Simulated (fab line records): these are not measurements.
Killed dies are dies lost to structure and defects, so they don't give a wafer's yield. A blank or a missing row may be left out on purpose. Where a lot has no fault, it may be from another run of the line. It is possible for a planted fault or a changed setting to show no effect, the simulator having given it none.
Problem report in the 8D (eight disciplines) form, filled by code + flow nandHarc + the parts of the form that need people (team, actions taken, sign-off) are left out

## 1. THE PROBLEM
Wafers without a fault read 26, standard deviation 9.7; killedAtArray at NHARC_END_SORT_01 reads a mean of 92 on 6 wafers belonging to 2 lots. Relative to the usual mean, that is a shift of +6.8 standard deviations.
First observed at day 22 14:55: wafer L209.2, on prober-02. Wafers with a number at this step in the record: 6, from 2 lots. The rule behind "out" and "out of limits": a value lying over 4 standard deviations away from the usual mean. All remaining wafers that have a number are taken as sound.

## 2. WHAT IT IS; WHAT IT IS NOT
| question                    | is                        | is not                                                    |
|-----------------------------|---------------------------|-----------------------------------------------------------|
| which readings at this step | killedAtArray, killedDies | killedAtOther, killedAtPeriphery, killedOpen, killedShort |
| which lots                  | L205, L209                | -                                                         |
| which wafers of those lots  | all that have a number    | -                                                         |
| read on which gauges        | prober-02                 | -                                                         |
| when                        | from day 22 14:55         | up to then (0 sound wafers)                               |

## 3. SUSPECTS, AND WHAT RULES EACH OUT
Counting: a tool at any process step up to the reading remains a suspect when it ran all the lots that are out and ran no sound lot after the first of those.
- the gauge at NHARC_END_SORT_01: kept. All the wafers that are out were read on prober-02, and no step on other tools shows them out.
- rieDiel-03 at NHARC_A_BONDPAD_ETCH_24 (etches the open film in CF4/N2, target depth 30 nm, time 72.99 s): kept. It ran every lot that is out, first L209 (day 21 09:43), and no sound lot after that. NHARC_A_BONDPAD_ETCH_24 gives no start for some lots, so the hours and the order of its lots are those of NHARC_A_BONDPAD_DEGAS_25.
- ecdCu-01 at NHARC_A_BONDPAD_ECD_18 (material Cu, target thk 400 nm): kept. It ran every lot that is out, first L209 (day 21 10:05), and no sound lot after that.
The count leaves rieDiel-03 at NHARC_A_BONDPAD_ETCH_24, ecdCu-01 at NHARC_A_BONDPAD_ECD_18, and prober-02 at NHARC_END_SORT_01.

## 4. THE CAUSE (what the simulator had put in)
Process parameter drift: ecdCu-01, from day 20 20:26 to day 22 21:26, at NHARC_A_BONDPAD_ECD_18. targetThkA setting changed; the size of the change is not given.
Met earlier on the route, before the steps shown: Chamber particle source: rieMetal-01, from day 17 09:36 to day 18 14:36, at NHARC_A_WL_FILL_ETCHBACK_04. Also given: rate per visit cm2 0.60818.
After counting, 3 suspects remain, this tool included.

## 5. THE CHAIN OF EFFECTS, in route order
Each row: a reading where the mean over the struck wafers with a number is more than 3 standard deviations away from the usual. Scope: only readings with a usual standard deviation given in the record; hours: median across lots of the time from each lot's start at the first step in this table that gives one to its start at this step; sigmas: change in usual standard deviations.
| hours | step              | reading       | usual | on struck wafers | change | sigmas |
|-------|-------------------|---------------|-------|------------------|--------|--------|
| 0     | NHARC_END_SORT_01 | killedAtArray | 26    | 92               | +66    | +6.8   |
| 0     | NHARC_END_SORT_01 | killedDies    | 31    | 95               | +64    | +6.6   |

## 6. HOW IT WOULD HAVE BEEN CAUGHT EARLIER
42 hours passed between the start of the fault at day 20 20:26 and the first reading out of limits at a measuring or inspecting step in this record, taken at day 22 14:55.
Lots out: 2; all had begun NHARC_A_BONDPAD_ECD_18 on ecdCu-01 by day 22 14:55. Holding the tool at that point would not have protected any of them.
